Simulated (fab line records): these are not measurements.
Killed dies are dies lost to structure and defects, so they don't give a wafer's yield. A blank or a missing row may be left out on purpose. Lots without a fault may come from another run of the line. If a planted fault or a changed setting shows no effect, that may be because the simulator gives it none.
Chamber matching + flow n5Finfet + N5_BEOL_M7_DEP_56 on pecvd-02 has 3 sister chambers
The step deposits SiCN from 3MS/NH3, target thk 10 nm, time 17.5 s. 27 wafers are shown with their chamber, then 12 later ones without.

WAFERS, EACH WITH ITS CHAMBER
| wafer  | chamber | showerheadPlenumPTorr (Torr) | throttleValvePct (%) |
|--------|---------|------------------------------|----------------------|
| L076.1 | 0       | 3.673                        | 9.0                  |
| L076.2 | 2       | 3.657                        | 9.0                  |
| L076.3 | 1       | 3.658                        | 8.8                  |
| L076.4 | 0       | 3.677                        | 9.0                  |
| L076.5 | 2       | 3.658                        | 9.0                  |
| L076.6 | 1       | 3.664                        | 9.0                  |
| L079.4 | 1       | 3.651                        | 8.7                  |
| L079.5 | 2       | 3.647                        | 9.2                  |
| L079.6 | 0       | 3.672                        | 9.0                  |
| L080.2 | 1       | 3.663                        | 8.7                  |
| L080.3 | 2       | 3.659                        | 8.9                  |
| L080.6 | 2       | 3.649                        | 9.2                  |
| L082.1 | 2       | 3.661                        | 8.8                  |
| L082.2 | 1       | 3.661                        | 8.9                  |
| L082.3 | 0       | 3.680                        | 9.0                  |
| L082.4 | 1       | 3.664                        | 8.8                  |
| L082.5 | 2       | 3.657                        | 9.2                  |
| L082.6 | 0       | 3.680                        | 8.8                  |
| L085.3 | 0       | 3.678                        | 8.9                  |
| L085.4 | 2       | 3.659                        | 9.2                  |
| L085.5 | 0       | 3.672                        | 8.7                  |
| L087.4 | 0       | 3.679                        | 8.7                  |
| L087.5 | 2       | 3.660                        | 8.8                  |
| L087.6 | 0       | 3.671                        | 8.7                  |
| L088.1 | 1       | 3.656                        | 8.7                  |
| L088.4 | 1       | 3.659                        | 8.9                  |
| L088.6 | 0       | 3.673                        | 8.9                  |

SIGNATURES (averages over the wafers above)
| reading               | chamber 0 | chamber 1 | chamber 2 | scatter within a chamber |
|-----------------------|-----------|-----------|-----------|--------------------------|
| showerheadPlenumPTorr | 3.67550   | 3.65950   | 3.65633   | 0.00435                  |
| throttleValvePct      | 8.870     | 8.812     | 9.033     | 0.143                    |
Rule: distance of a wafer from a chamber = root of the sum over the readings of ((wafer's reading minus chamber's mean) / reading's scatter) squared. If the next closest chamber is less than 2 further off than the closest, the wafer can't be placed; otherwise it belongs to the closest. How the scatter is found: for the shown wafers, subtract from each reading the mean of its chamber, square and add these, divide the total by (wafers less chambers), then take the root.

WAFERS WITHOUT THEIR CHAMBER
| wafer  | showerheadPlenumPTorr (Torr) | throttleValvePct (%) |
|--------|------------------------------|----------------------|
| L090.1 | 3.664                        | 8.8                  |
| L090.5 | 3.651                        | 9.0                  |
| L090.6 | 3.665                        | 8.8                  |
| L094.1 | 3.672                        | 8.9                  |
| L094.2 | 3.659                        | 9.2                  |
| L094.3 | 3.666                        | 8.7                  |
| L094.4 | 3.670                        | 9.0                  |
| L094.5 | 3.656                        | 8.8                  |
| L094.6 | 3.659                        | 9.0                  |
| L097.1 | 3.662                        | 8.9                  |
| L097.2 | 3.684                        | 9.0                  |
| L097.5 | 3.663                        | 9.4                  |

WHICH CHAMBER EACH WENT THROUGH
| wafer  | from the rows above          | in truth |
|--------|------------------------------|----------|
| L090.1 | can't be placed: 1 or 2 or 0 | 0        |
| L090.5 | can't be placed: 2 or 1      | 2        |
| L090.6 | can't be placed: 1 or 0 or 2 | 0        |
| L094.1 | 0                            | 0        |
| L094.2 | can't be placed: 2 or 1      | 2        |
| L094.3 | can't be placed: 1 or 0 or 2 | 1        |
| L094.4 | can't be placed: 0 or 1 or 2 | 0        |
| L094.5 | can't be placed: 1 or 2      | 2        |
| L094.6 | can't be placed: 2 or 1      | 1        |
| L097.1 | can't be placed: 1 or 2      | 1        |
| L097.2 | 0                            | 0        |
| L097.5 | can't be placed: 2 or 1 or 0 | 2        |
Correct placement for 2 of the 12. From these rows, 10 cannot be placed; in 10 the true chamber is one of the candidates. Number placed wrongly: 0.
